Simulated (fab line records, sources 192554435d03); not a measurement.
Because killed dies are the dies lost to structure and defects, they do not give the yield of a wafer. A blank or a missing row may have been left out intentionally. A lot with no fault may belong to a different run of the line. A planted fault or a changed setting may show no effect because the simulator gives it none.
Matching of chambers + flow n5-finfet + pecvd-04 running N5_BEOL_M10_DEP_56: 3 sister chambers
The step deposits SiCN from 3MS/NH3, target thk 15 nm, time 26.5 s. 3 wafers are shown with their chamber, then 11 later ones without.

== WAFERS WITH THEIR CHAMBER ==
| wafer  | chamber | showerhead-vpp-V (V) |
|--------|---------|----------------------|
| L085.5 | 0       | 835                  |
| L085.6 | 2       | 797                  |
| L092.1 | 1       | 932                  |

== WAFERS WITH NO CHAMBER GIVEN ==
| wafer  | showerhead-vpp-V (V) |
|--------|----------------------|
| L092.2 | 807                  |
| L092.3 | 824                  |
| L095.1 | 841                  |
| L095.2 | 934                  |
| L095.3 | 799                  |
| L094.2 | 921                  |
| L094.4 | 937                  |
| L094.5 | 801                  |
| L096.2 | 820                  |
| L096.3 | 918                  |
| L096.4 | 798                  |

== WHICH CHAMBER EACH ONE RAN IN ==
| wafer  | from the rows above     | in truth |
|--------|-------------------------|----------|
| L092.2 | 2                       | 2        |
| L092.3 | can't be placed: 0 or 2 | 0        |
| L095.1 | 0                       | 0        |
| L095.2 | 1                       | 1        |
| L095.3 | 2                       | 2        |
| L094.2 | 1                       | 1        |
| L094.4 | 1                       | 1        |
| L094.5 | 2                       | 2        |
| L096.2 | can't be placed: 0 or 2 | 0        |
| L096.3 | 1                       | 1        |
| L096.4 | 2                       | 2        |
Placed correctly: 9 of 11. Can't be placed from these rows: 2 (the true chamber is among the candidates in 2). Placed wrongly: 0.
How it was worked out, from the rows above alone: a wafer's distance from a chamber is the root of the sum, over the readings, of the square of ((its reading less the chamber's mean) divided by the reading's scatter). The wafer belongs to the nearest chamber; if the next one is less than 2 further off, it can't be placed. The mean given for a chamber averages the wafers shown for that chamber. The scatter: with one shown wafer a chamber, the root of the mean of the squares of how far each hidden wafer lies from its nearest shown one.
